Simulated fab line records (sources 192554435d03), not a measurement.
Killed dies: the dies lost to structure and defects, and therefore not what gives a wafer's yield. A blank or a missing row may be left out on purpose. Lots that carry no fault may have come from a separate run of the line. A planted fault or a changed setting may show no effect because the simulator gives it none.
Split-lot experiment | flow n5Finfet | route with 1938 steps; 7 lots, 39 wafers read

## SPLIT DETAILS
At N5_HKMG_FIN_ETCH_58 (etches SOC in N2/H2, target depth 215.8 nm, time 741 s), the setting sourceW was moved away from the recipe's 875 W on 15 of the 39 wafers read, by -13.8% to +15.5%. All remaining wafers had this setting at the recipe value.

The split's own step is where the reading is taken.

## THE READING
rfVppV, in V, at N5_HKMG_FIN_ETCH_58 (etches SOC in N2/H2, target depth 215.8 nm, time 741 s). Fault-free wafers of this fab line usually give 99.2 V, standard deviation 0.92 V.

wafer  | tool, chamber at the split | sourceW as run, W | against the recipe | rfVppV, V | against lot-mates on the recipe
L076.1 | rieDiel-01, 0              | 875               | recipe             | 98.7      | -
L076.2 | rieDiel-01, 2              | 875               | recipe             | 101.1     | -
L076.3 | rieDiel-01, 3              | 875               | recipe             | 99.5      | -
L076.4 | rieDiel-01, 1              | 939.1             | +7.3%              | 96.3      | -3.5
L076.5 | rieDiel-01, 1              | 939.1             | +7.3%              | 97.3      | -2.5
L076.6 | rieDiel-01, 2              | 939.1             | +7.3%              | 96.4      | -3.4
L077.1 | rieDiel-05, 1              | 763.4             | -12.8%             | 103.6     | +4.7
L077.2 | rieDiel-05, 2              | 763.4             | -12.8%             | 103.0     | +4.1
L077.3 | rieDiel-05, 3              | 875               | recipe             | 98.0      | -
L077.4 | rieDiel-05, 0              | 763.4             | -12.8%             | 105.0     | +6.1
L077.5 | rieDiel-05, 1              | 875               | recipe             | 99.1      | -
L077.6 | rieDiel-05, 0              | 875               | recipe             | 99.7      | -
L079.1 | rieDiel-04, 1              | 875               | recipe             | 99.0      | -
L079.2 | rieDiel-04, 2              | 875               | recipe             | 98.9      | -
L079.3 | rieDiel-04, 0              | 875               | recipe             | 99.3      | -
L079.4 | rieDiel-04, 2              | 875               | recipe             | 100.7     | -
L079.5 | rieDiel-04, 1              | 875               | recipe             | 97.6      | -
L079.6 | rieDiel-04, 0              | 875               | recipe             | 98.7      | -
L083.1 | rieDiel-05, 3              | 777.7             | -11.1%             | 101.7     | +2.1
L083.2 | rieDiel-05, 1              | 875               | recipe             | 98.9      | -
L083.3 | rieDiel-05, 0              | 777.7             | -11.1%             | 104.7     | +5.1
L083.4 | rieDiel-05, 2              | 875               | recipe             | 100.7     | -
L083.5 | rieDiel-05, 3              | 777.7             | -11.1%             | 102.2     | +2.6
L083.6 | rieDiel-05, 2              | 875               | recipe             | 99.2      | -
L086.1 | rieDiel-04, 3              | 1011              | +15.5%             | 96.0      | -3.5
L086.2 | rieDiel-04, 2              | 875               | recipe             | 100.3     | -
L086.3 | rieDiel-04, 0              | 1011              | +15.5%             | 94.4      | -5.1
L086.4 | rieDiel-04, 1              | 875               | recipe             | 99.6      | -
L086.5 | rieDiel-04, 3              | 1011              | +15.5%             | 95.1      | -4.4
L086.6 | rieDiel-04, 0              | 875               | recipe             | 98.6      | -
L089.1 | rieDiel-04, 2              | 875               | recipe             | 99.3      | -
L089.2 | rieDiel-04, 3              | 753.9             | -13.8%             | 105.3     | +5.6
L089.3 | rieDiel-04, 1              | 753.9             | -13.8%             | 103.8     | +4.1
L089.4 | rieDiel-04, 1              | 875               | recipe             | 100.7     | -
L089.5 | rieDiel-04, 2              | 753.9             | -13.8%             | 103.5     | +3.8
L089.6 | rieDiel-04, 3              | 875               | recipe             | 99.0      | -
L093.3 | rieDiel-01, 0              | 875               | recipe             | 98.8      | -
L093.4 | rieDiel-01, 2              | 875               | recipe             | 101.3     | -
L093.5 | rieDiel-01, 2              | 875               | recipe             | 99.5      | -

THE FIT
A straight line over all 39 wafers: rfVppV changes by -0.319 V for each +1% of sourceW; r = -0.93; the points scatter about the line by 0.96 V.
The same after taking each lot's own level away (the mean of its wafers on the recipe; 39 wafers): -0.325 V for each +1%; r = -0.94; scatter 0.96 V.
The reading moves by 5.1 V for the largest change in sourceW, on that fit.
The lots' own levels span 98.93 to 99.87 V, that is 1.0 times the standard deviation above.
Consequently the slope shifts little with the lot-to-lot level, the two slopes agreeing.
Check: -5.29 V against its lot-mates is what the line predicts for one of the wafers moved furthest among these (+15.5%) when that wafer is left out of the fit. It came out at -3.5 V against them.
Tool readings at the split's step, against how far the setting was moved: rfVppV r = -0.93.

## FURTHER SPLITS ON THESE WAFERS
Note: prior to the reading, these wafers also went through further splits. Each is held against what the fit with the lots' levels taken away leaves over:
other split on the same wafers | wafers away from the commonest value | r with rfVppV (lot level and that fit taken away)
N5_FIN_CUT_ETCH_21 biasW       | 9                                    | -0.01
N5_DUMMY_GATE_EXPOSE_12 doseMj | 12                                   | +0.21
N5_SD_EPI_N_EPI_21 tempC       | 15                                   | +0.04

## THE WHOLE CHAIN: every reading that the file lists as answering this split, in the file's order
step                | what it does                                           | reading                                                                        | change (the file's fit)              | r (the file's)
N5_HKMG_FIN_ETCH_58 | etches SOC in N2/H2, target depth 215.8 nm, time 741 s | rfVppV                                                                         | -0.327 V for each +1% of the setting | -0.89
N5_HKMG_FIN_ETCH_58 | etches SOC in N2/H2, target depth 215.8 nm, time 741 s | SOC_of_HKMG_FIN_COAT_41.thkNm (the simulator's own value, which no gauge read) | -1.85 nm for each +1% of the setting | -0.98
N5_HKMG_FIN_ETCH_58 | etches SOC in N2/H2, target depth 215.8 nm, time 741 s | etch.depthNm (the simulator's own value, which no gauge read)                  | +1.88 nm for each +1% of the setting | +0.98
N5_HKMG_FIN_ETCH_58 | etches SOC in N2/H2, target depth 215.8 nm, time 741 s | HKMG_FIN.featureDepthNm (the simulator's own value, which no gauge read)       | +1.88 nm for each +1% of the setting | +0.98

## THE FILE'S OWN FIT
rfVppV changes by -0.327 V for each +1% of sourceW, r = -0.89.
